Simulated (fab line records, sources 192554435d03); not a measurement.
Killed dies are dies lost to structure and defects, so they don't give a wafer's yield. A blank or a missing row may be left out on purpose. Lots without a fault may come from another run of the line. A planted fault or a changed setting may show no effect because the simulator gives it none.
Which tool did it? | flow n5_finfet | 24 lots, 72 wafers sampled, at 6 steps of a route of 1938

WHAT THE GAUGES READ, wafer by wafer
The record holds no reading of a measuring or inspecting step that can be judged against a usual standard deviation.

WHICH TOOL RAN EACH LOT (tool, then ch and the chambers of the sampled wafers, then the start)
lot  | N5_BEOL_M1_VIA_ETCH_34             | N5_BEOL_M1_DEGAS_44          | N5_BEOL_M1_ALD_84                   | N5_BEOL_M1_SURFACE_TREAT_85  | N5_BEOL_M1_SPUTTER_79        | N5_BEOL_M1_DEP_57
L074 | rie_diel-02 ch 0,1,2, day 6 18:46  | pvd_sputter-03, day 6 19:14  | ald_metal-03 ch 0,1,2, day 6 19:21  | pvd_sputter-02, day 6 19:34  | pvd_sputter-02, day 6 20:05  | pecvd-01 ch 0,1,2, day 6 22:40
L075 | rie_diel-05 ch 0,3, day 7 03:05    | pvd_sputter-03, day 7 04:05  | ald_metal-02 ch 1,2, day 7 04:14    | pvd_sputter-02, day 7 04:31  | pvd_sputter-02, day 7 05:05  | pecvd-03 ch 0,1,2, day 7 07:37
L076 | rie_diel-02 ch 0,2, day 7 03:14    | pvd_sputter-02, day 7 04:12  | ald_metal-01 ch 2,3, day 7 04:18    | pvd_sputter-03, day 7 04:35  | pvd_sputter-03, day 7 05:16  | pecvd-04 ch 0,2, day 7 07:48
L078 | rie_diel-05 ch 1,3, day 7 08:40    | pvd_sputter-03, day 7 09:21  | ald_metal-01 ch 1,2, day 7 09:27    | pvd_sputter-01, day 7 09:41  | pvd_sputter-01, day 7 10:09  | pecvd-03 ch 0,1,2, day 7 12:40
L077 | rie_diel-02 ch 1,2,3, day 7 08:47  | pvd_sputter-02, day 7 09:23  | ald_metal-03 ch 0,1,3, day 7 09:29  | pvd_sputter-01, day 7 09:46  | pvd_sputter-02, day 7 10:20  | pecvd-03 ch 1,2, day 7 12:53
L079 | rie_diel-05 ch 0,2,3, day 7 15:14  | pvd_sputter-01, day 7 15:45  | ald_metal-01 ch 0,1,2, day 7 16:04  | pvd_sputter-01, day 7 16:19  | pvd_sputter-02, day 7 16:50  | pecvd-01 ch 0,1,2, day 7 19:21
L080 | rie_diel-05 ch 0,1,2, day 8 01:15  | pvd_sputter-02, day 8 01:55  | ald_metal-02 ch 0,1,2, day 8 02:01  | pvd_sputter-01, day 8 02:25  | pvd_sputter-02, day 8 02:52  | pecvd-03 ch 1,2, day 8 05:24
L081 | rie_diel-06 ch 0,3, day 8 15:05    | pvd_sputter-01, day 8 15:54  | ald_metal-01 ch 2,3, day 8 16:01    | pvd_sputter-03, day 8 16:19  | pvd_sputter-01, day 8 16:45  | pecvd-01 ch 0,1,2, day 8 19:20
L083 | rie_diel-05 ch 1,2,3, day 8 19:02  | pvd_sputter-03, day 8 19:54  | ald_metal-03 ch 0,1,3, day 8 20:00  | pvd_sputter-03, day 8 20:14  | pvd_sputter-02, day 8 20:47  | pecvd-01 ch 0,2, day 8 23:22
L082 | rie_diel-06 ch 0,1,3, day 8 19:15  | pvd_sputter-03, day 8 19:59  | ald_metal-01 ch 0,1,3, day 8 20:05  | pvd_sputter-02, day 8 20:31  | pvd_sputter-01, day 8 21:08  | pecvd-04 ch 0,1,2, day 8 23:40
L084 | rie_diel-02 ch 1,2, day 8 22:44    | pvd_sputter-01, day 8 23:25  | ald_metal-03 ch 1,2,3, day 8 23:37  | pvd_sputter-02, day 8 23:50  | pvd_sputter-03, day 9 00:32  | pecvd-04 ch 0,1,2, day 9 03:11
L085 | rie_diel-06 ch 0,1, day 9 04:58    | pvd_sputter-01, day 9 05:56  | ald_metal-02 ch 1,3, day 9 06:05    | pvd_sputter-03, day 9 06:30  | pvd_sputter-03, day 9 07:02  | pecvd-01 ch 1,2, day 9 09:35
L086 | rie_diel-02 ch 0,1,2, day 9 14:30  | pvd_sputter-01, day 9 15:26  | ald_metal-01 ch 0,1,2, day 9 15:32  | pvd_sputter-01, day 9 16:00  | pvd_sputter-01, day 9 16:35  | pecvd-03 ch 0,2, day 9 19:10
L087 | rie_diel-02 ch 1,2,3, day 9 20:16  | pvd_sputter-02, day 9 21:37  | ald_metal-01 ch 1,2,3, day 9 21:56  | pvd_sputter-01, day 9 22:26  | pvd_sputter-01, day 9 22:54  | pecvd-01 ch 1,2, day 10 01:27
L090 | rie_diel-02 ch 0,2,3, day 10 04:19 | pvd_sputter-02, day 10 05:17 | ald_metal-02 ch 0,2,3, day 10 05:25 | pvd_sputter-03, day 10 05:40 | pvd_sputter-03, day 10 06:11 | pecvd-01 ch 1,2, day 10 08:43
L088 | rie_diel-05 ch 0,1, day 10 05:04   | pvd_sputter-01, day 10 06:11 | ald_metal-02 ch 0,3, day 10 06:17   | pvd_sputter-02, day 10 06:31 | pvd_sputter-02, day 10 06:58 | pecvd-03 ch 0,1,2, day 10 09:29
L089 | rie_diel-02 ch 1,2,3, day 10 05:06 | pvd_sputter-01, day 10 06:16 | ald_metal-03 ch 1,3, day 10 06:22   | pvd_sputter-02, day 10 06:36 | pvd_sputter-03, day 10 08:01 | pecvd-03 ch 1,2, day 10 11:04
L091 | rie_diel-02 ch 0,2,3, day 10 08:14 | pvd_sputter-01, day 10 09:05 | ald_metal-02 ch 0,1, day 10 09:13   | pvd_sputter-01, day 10 09:27 | pvd_sputter-03, day 10 09:59 | pecvd-01 ch 1,2, day 10 12:37
L092 | rie_diel-06 ch 0,1,3, day 10 15:19 | pvd_sputter-03, day 10 15:55 | ald_metal-03 ch 0,1,3, day 10 16:01 | pvd_sputter-01, day 10 16:16 | pvd_sputter-01, day 10 16:53 | pecvd-03 ch 0,1,2, day 10 19:24
L093 | rie_diel-05 ch 0,1, day 11 18:00   | pvd_sputter-03, day 11 18:45 | ald_metal-01 ch 0,2,3, day 11 18:51 | pvd_sputter-03, day 11 19:08 | pvd_sputter-01, day 11 19:35 | pecvd-04 ch 1,2, day 11 22:07
L094 | rie_diel-05 ch 0,1,3, day 11 18:28 | pvd_sputter-03, day 11 19:03 | ald_metal-01 ch 0,1,2, day 11 19:09 | pvd_sputter-02, day 11 19:23 | pvd_sputter-01, day 11 21:30 | pecvd-03 ch 0,1,2, day 12 00:14
L095 | rie_diel-02 ch 1,2, day 11 18:29   | pvd_sputter-02, day 11 19:08 | ald_metal-03 ch 2,3, day 11 19:17   | pvd_sputter-03, day 11 19:33 | pvd_sputter-02, day 11 21:40 | pecvd-01 ch 0,1,2, day 12 00:16
L097 | rie_diel-02 ch 0,1,3, day 11 22:49 | pvd_sputter-03, day 11 23:23 | ald_metal-02 ch 2,3, day 11 23:29   | pvd_sputter-01, day 11 23:47 | pvd_sputter-01, day 12 00:19 | pecvd-03 ch 0,1,2, day 12 02:51
L096 | rie_diel-02 ch 0,3, day 11 23:11   | pvd_sputter-03, day 11 23:56 | ald_metal-01 ch 0,1, day 12 00:02   | pvd_sputter-02, day 12 00:16 | pvd_sputter-01, day 12 02:10 | pecvd-04 ch 0,1, day 12 04:46
- N5_BEOL_M1_VIA_ETCH_34: etches the open film in C4F6/O2, target depth 67.8 nm, time 64.4 s.
- N5_BEOL_M1_DEGAS_44: time 60 s.
- N5_BEOL_M1_ALD_84: deposits TaN, pulse time 2 s, purge time 3 s, co reactant purge time 2 s.
- N5_BEOL_M1_SURFACE_TREAT_85
- N5_BEOL_M1_SPUTTER_79: material Cu, target thk 4.5 nm, time 8.29 s.
- N5_BEOL_M1_DEP_57: deposits SiCN from 3MS/NH3, target thk 8 nm, time 14 s.

WHAT THE TOOLS THEMSELVES READ (means of the sampled wafers that have a number; where no wafer has one, the mark that the record gives instead)
N5_BEOL_M1_VIA_ETCH_34. Usual: O2_flow_sccm 9.996 sccm, standard deviation 0.026; drypump_motor_current_A 6.0 A, standard deviation 0.47; mfc_ar_sccm 300.0 sccm, standard deviation 0.9; oes_product_au 0.74 a.u., standard deviation 0.072; rf_vpp_V 666 V, standard deviation 11; showerhead_plenum_p_Torr 2.83 Torr, standard deviation 0.08; throttle_valve_pct 30.78 %, standard deviation 0.28.
lot  | tool        | O2_flow_sccm (sccm) | drypump_motor_current_A (A) | mfc_ar_sccm (sccm) | oes_product_au (a.u.) | rf_vpp_V (V) | showerhead_plenum_p_Torr (Torr) | throttle_valve_pct (%) | flag
L074 | rie_diel-02 | 9.989               | 6.0                         | 300.3              | 0.73                  | 670          | 2.87                            | 30.81                  |
L075 | rie_diel-05 | 9.980               | 5.7                         | 300.0              | 0.89                  | 668          | 2.88                            | 30.38                  |
L076 | rie_diel-02 | 9.981               | 6.0                         | 298.3              | 0.72                  | 665          | 2.83                            | 30.82                  |
L078 | rie_diel-05 | 10.006              | 5.5                         | 300.0              | 0.72                  | 667          | 2.77                            | 31.02                  |
L077 | rie_diel-02 | 9.977               | 6.0                         | 300.3              | 0.74                  | 660          | 2.83                            | 30.72                  |
L079 | rie_diel-05 | 9.976               | 6.0                         | 300.8              | 0.79                  | 660          | 2.85                            | 30.54                  |
L080 | rie_diel-05 | 9.989               | 6.1                         | 300.5              | 0.79                  | 665          | 2.81                            | 30.60                  |
L081 | rie_diel-06 | 10.020              | 6.1                         | 300.1              | 0.84                  | 676          | 2.92                            | 30.81                  |
L083 | rie_diel-05 | 9.997               | 5.9                         | 300.7              | 0.71                  | 659          | 2.79                            | 30.86                  |
L082 | rie_diel-06 | 10.009              | 5.9                         | 299.7              | 0.79                  | 679          | 2.86                            | 30.68                  |
L084 | rie_diel-02 | 9.994               | 5.7                         | 300.1              | 0.70                  | 663          | 2.90                            | 30.68                  |
L085 | rie_diel-06 | 9.987               | 6.3                         | 299.1              | 0.85                  | 673          | 2.85                            | 30.51                  |
L086 | rie_diel-02 | 10.021              | 6.0                         | 300.1              | 0.70                  | 669          | 2.86                            | 30.85                  |
L087 | rie_diel-02 | 9.982               | 6.0                         | 299.6              | 0.72                  | 659          | 2.82                            | 30.74                  |
L090 | rie_diel-02 | 10.021              | 6.3                         | 300.1              | 0.73                  | 664          | 2.79                            | 30.88                  |
L088 | rie_diel-05 | 9.980               | 5.8                         | 299.6              | 0.83                  | 672          | 2.83                            | 30.47                  |
L089 | rie_diel-02 | 9.990               | 6.0                         | 301.2              | 0.72                  | 659          | 2.82                            | 30.73                  |
L091 | rie_diel-02 | 9.994               | 6.3                         | 299.6              | 0.74                  | 664          | 2.79                            | 30.88                  |
L092 | rie_diel-06 | 10.038              | 5.9                         | 300.0              | 0.78                  | 678          | 2.86                            | 30.69                  |
L093 | rie_diel-05 | 9.980               | 5.8                         | 299.8              | 0.75                  | 670          | 2.77                            | 30.78                  |
L094 | rie_diel-05 | 9.996               | 5.6                         | 300.1              | 0.75                  | 667          | 2.81                            | 30.72                  |
L095 | rie_diel-02 | 10.012              | 5.8                         | 300.0              | 0.68                  | 664          | 2.89                            | 30.70                  |
L097 | rie_diel-02 | 10.019              | 6.2                         | 299.8              | 0.72                  | 669          | 2.82                            | 30.89                  |
L096 | rie_diel-02 | 10.006              | 6.5                         | 299.1              | 0.73                  | 673          | 2.79                            | 31.05                  |

N5_BEOL_M1_DEGAS_44. Usual: heater_power_w 344 W, standard deviation 22.
lot  | tool           | heater_power_w (W) | flag
L074 | pvd_sputter-03 | 329                |
L075 | pvd_sputter-03 | 347                |
L076 | pvd_sputter-02 | 372                |
L078 | pvd_sputter-03 | 329                |
L077 | pvd_sputter-02 | 361                |
L079 | pvd_sputter-01 | 338                |
L080 | pvd_sputter-02 | 358                |
L081 | pvd_sputter-01 | 332                |
L083 | pvd_sputter-03 | 351                |
L082 | pvd_sputter-03 | 335                |
L084 | pvd_sputter-01 | 341                |
L085 | pvd_sputter-01 | 333                |
L086 | pvd_sputter-01 | 335                |
L087 | pvd_sputter-02 | 332                |
L090 | pvd_sputter-02 | 350                |
L088 | pvd_sputter-01 | 333                |
L089 | pvd_sputter-01 | 338                |
L091 | pvd_sputter-01 | 339                |
L092 | pvd_sputter-03 | 339                |
L093 | pvd_sputter-03 | 333                |
L094 | pvd_sputter-03 | 341                |
L095 | pvd_sputter-02 | 353                |
L097 | pvd_sputter-03 | 335                |
L096 | pvd_sputter-03 | 350                |

N5_BEOL_M1_ALD_84. Usual: chamber_pressure_Torr 3.000 Torr, standard deviation 0.0074; heater_power_w 422 W, standard deviation 35; precursor_vessel_pressure_torr 26.25 Torr, standard deviation 0.055.
lot  | tool         | chamber_pressure_Torr (Torr) | heater_power_w (W) | precursor_vessel_pressure_torr (Torr) | flag
L074 | ald_metal-03 | 2.995                        | 402                | 26.26                                 |
L075 | ald_metal-02 | 3.002                        | 445                | 26.25                                 |
L076 | ald_metal-01 | 3.001                        | 385                | 26.18                                 |
L078 | ald_metal-01 | 2.995                        | 392                | 26.27                                 |
L077 | ald_metal-03 | 2.996                        | 410                | 26.27                                 |
L079 | ald_metal-01 | 3.010                        | 424                | 26.26                                 |
L080 | ald_metal-02 | 3.000                        | 453                | 26.30                                 |
L081 | ald_metal-01 | 3.000                        | 390                | 26.24                                 |
L083 | ald_metal-03 | 2.988                        | 420                | 26.27                                 |
L082 | ald_metal-01 | 2.997                        | 420                | 26.25                                 |
L084 | ald_metal-03 | 3.003                        | 437                | 26.26                                 |
L085 | ald_metal-02 | 2.996                        | 425                | 26.26                                 |
L086 | ald_metal-01 | 2.998                        | 418                | 26.24                                 |
L087 | ald_metal-01 | 2.998                        | 388                | 26.25                                 |
L090 | ald_metal-02 | 3.008                        | 459                | 26.29                                 |
L088 | ald_metal-02 | 2.993                        | 449                | 26.24                                 |
L089 | ald_metal-03 | 3.006                        | 442                | 26.23                                 |
L091 | ald_metal-02 | 3.004                        | 464                | 26.29                                 |
L092 | ald_metal-03 | 3.004                        | 415                | 26.23                                 |
L093 | ald_metal-01 | 3.000                        | 420                | 26.30                                 |
L094 | ald_metal-01 | 3.005                        | 418                | 26.26                                 |
L095 | ald_metal-03 | 3.007                        | 436                | 26.28                                 |
L097 | ald_metal-02 | 3.001                        | 450                | 26.27                                 |
L096 | ald_metal-01 | 2.997                        | 411                | 26.28                                 |

N5_BEOL_M1_SPUTTER_79. Usual: throttle_valve_pct 29.3 %, standard deviation 1.
lot  | tool           | throttle_valve_pct (%) | flag
L074 | pvd_sputter-02 | 29.7                   |
L075 | pvd_sputter-02 | 30.4                   |
L076 | pvd_sputter-03 | 29.6                   |
L078 | pvd_sputter-01 | 29.1                   |
L077 | pvd_sputter-02 | 28.6                   |
L079 | pvd_sputter-02 | 29.7                   |
L080 | pvd_sputter-02 | 28.6                   |
L081 | pvd_sputter-01 | 29.7                   |
L083 | pvd_sputter-02 | 29.4                   |
L082 | pvd_sputter-01 | 28.9                   |
L084 | pvd_sputter-03 | 29.0                   |
L085 | pvd_sputter-03 | 29.5                   |
L086 | pvd_sputter-01 | 29.7                   |
L087 | pvd_sputter-01 | 29.0                   |
L090 | pvd_sputter-03 | 29.7                   |
L088 | pvd_sputter-02 | 28.5                   |
L089 | pvd_sputter-03 | 29.6                   |
L091 | pvd_sputter-03 | 29.5                   |
L092 | pvd_sputter-01 | 28.9                   |
L093 | pvd_sputter-01 | 29.5                   |
L094 | pvd_sputter-01 | 29.1                   |
L095 | pvd_sputter-02 | 29.7                   |
L097 | pvd_sputter-01 | 29.7                   |
L096 | pvd_sputter-01 | 29.0                   |

N5_BEOL_M1_DEP_57. Usual: chamber_pressure_Torr 3.000 Torr, standard deviation 0.0068; showerhead_plenum_p_Torr 3.662 Torr, standard deviation 0.013; throttle_valve_pct 9.3 %, standard deviation 0.53.
lot  | tool     | chamber_pressure_Torr (Torr) | showerhead_plenum_p_Torr (Torr) | throttle_valve_pct (%) | flag
L074 | pecvd-01 | 2.999                        | 3.664                           | 9.4                    |
L075 | pecvd-03 | 3.001                        | 3.662                           | 9.0                    |
L076 | pecvd-04 | 2.996                        | 3.642                           | 9.3                    |
L078 | pecvd-03 | 2.995                        | 3.662                           | 9.1                    |
L077 | pecvd-03 | 3.004                        | 3.664                           | 9.2                    |
L079 | pecvd-01 | 3.002                        | 3.664                           | 9.3                    |
L080 | pecvd-03 | 3.002                        | 3.666                           | 9.4                    |
L081 | pecvd-01 | 3.001                        | 3.668                           | 9.2                    |
L083 | pecvd-01 | 3.004                        | 3.662                           | 8.7                    |
L082 | pecvd-04 | 2.998                        | 3.644                           | 9.4                    |
L084 | pecvd-04 | 2.998                        | 3.645                           | 9.1                    |
L085 | pecvd-01 | 3.007                        | 3.676                           | 9.7                    |
L086 | pecvd-03 | 3.001                        | 3.662                           | 8.9                    |
L087 | pecvd-01 | 3.005                        | 3.664                           | 9.3                    |
L090 | pecvd-01 | 3.002                        | 3.669                           | 9.8                    |
L088 | pecvd-03 | 2.996                        | 3.668                           | 9.1                    |
L089 | pecvd-03 | 2.993                        | 3.674                           | 9.1                    |
L091 | pecvd-01 | 2.997                        | 3.672                           | 9.8                    |
L092 | pecvd-03 | 3.000                        | 3.666                           | 9.1                    |
L093 | pecvd-04 | 3.002                        | 3.659                           | 9.3                    |
L094 | pecvd-03 | 2.997                        | 3.663                           | 9.3                    |
L095 | pecvd-01 | 2.999                        | 3.668                           | 9.3                    |
L097 | pecvd-03 | 2.992                        | 3.662                           | 9.1                    |
L096 | pecvd-04 | 3.004                        | 3.640                           | 9.2                    |

THE ANSWER, worked out from the rows above alone
Rule: a lot is off if the mean of its wafers that have a number lies more than 3 standard deviations from the usual mean. A lot without any number at a reading at which 4 lots or more have one is off too. The other lots that the step has rows for count as sound. The gauges are gone through in route order, then the tools' own readings, and for those a lot's mean is taken as printed above. The first step at which some lot is off is used, and at that step the reading that is off furthest; a lot without a number counts as furthest.
No lot is off at any reading shown: from this, nothing can be told.

WHAT THE SIMULATOR HAD PUT IN
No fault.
